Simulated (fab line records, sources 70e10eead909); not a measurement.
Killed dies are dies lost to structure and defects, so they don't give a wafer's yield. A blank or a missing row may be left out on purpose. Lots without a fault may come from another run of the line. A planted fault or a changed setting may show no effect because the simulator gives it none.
One fault seen from 2 desks | flow nand_harc | each desk has only its own numbers; what lay behind them comes last

THE TOOL OWNER'S DESK: arfi_scanner-01
The tool's own readings at NHARC_P_M0_EXPOSE_06 (exposes mask P M0, target cd 90 nm): means of the sampled wafers that have a number, for each lot that ran on this tool. A lot is out of limits, marked OUT, if its mean lies more than 4 standard deviations from the usual mean; the brackets give that distance.
Columns: A = exposure_dose_mJ_cm2 at NHARC_P_M0_EXPOSE_06, usual 81.19; B = focus_offset_nm at NHARC_P_M0_EXPOSE_06, usual 0.1 nm
lot  | first seen here | A                | B
L564 | day 5 23:32     | 81.26            | 0.3
L567 | day 7 07:22     | 81.12            | 0.6
L576 | day 10 17:22    | 80.11 (-7.2) OUT | -0.0
L579 | day 12 06:41    | 80.37 (-5.5) OUT | 0.2
This desk's finding: out of limits on L576, L579; first on L576, day 10 17:22 (exposure_dose_mJ_cm2 at NHARC_P_M0_EXPOSE_06). In limits: L564, L567.

THE METROLOGY DESK
What the gauges read, lot by lot, whatever tool the lot ran on: means of the sampled wafers that have a number. A lot is out of limits, marked OUT, if its mean lies more than 4 standard deviations from the usual mean; the brackets give that distance.
Columns: A = overlay_x_nm at NHARC_P_M0_OVL_MEAS_10, usual 0.0 nm; B = overlay_y_nm at NHARC_P_M0_OVL_MEAS_10, usual 0.2 nm
lot  | first seen here | A    | B
L564 | day 5 23:46     | 0.9  | -0.1
L565 | day 6 13:29     | 0.7  | -0.1
L566 | day 6 20:38     | 0.3  | 1.1
L567 | day 7 07:35     | -0.7 | -0.9
L570 | day 8 21:17     | -1.1 | -0.6
L576 | day 10 17:35    | -1.7 | -0.1
L579 | day 12 06:55    | 0.2  | 1.2
L581 | day 13 00:25    | -1.8 | 0.8
L582 | day 13 13:16    | 0.5  | 0.5
L584 | day 14 12:36    | -0.9 | 0.5
L585 | day 14 14:04    | 0.5  | 0.8
L587 | day 15 11:18    | -0.5 | -0.4
This desk's finding: nothing out of limits on any of the 12 lots.

PUT TOGETHER
The tool owner's desk could have raised an alarm at day 10 17:22, on L576, L579.
The metrology desk saw nothing out of limits.
The metrology desk has L576, L579 on record, within its limits.
Of the lots named, all ran NHARC_P_M0_EXPOSE_06 on arfi_scanner-01.

WHAT THE SIMULATOR HAD PUT IN
Process parameter drift: arfi_scanner-01, from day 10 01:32 on, at NHARC_P_M0_EXPOSE_06. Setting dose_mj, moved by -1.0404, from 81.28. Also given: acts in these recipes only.
Lots struck among those shown: L576, L579.
Hours from the fault's start to each desk's first reading out of limits: the tool owner's desk, 16.
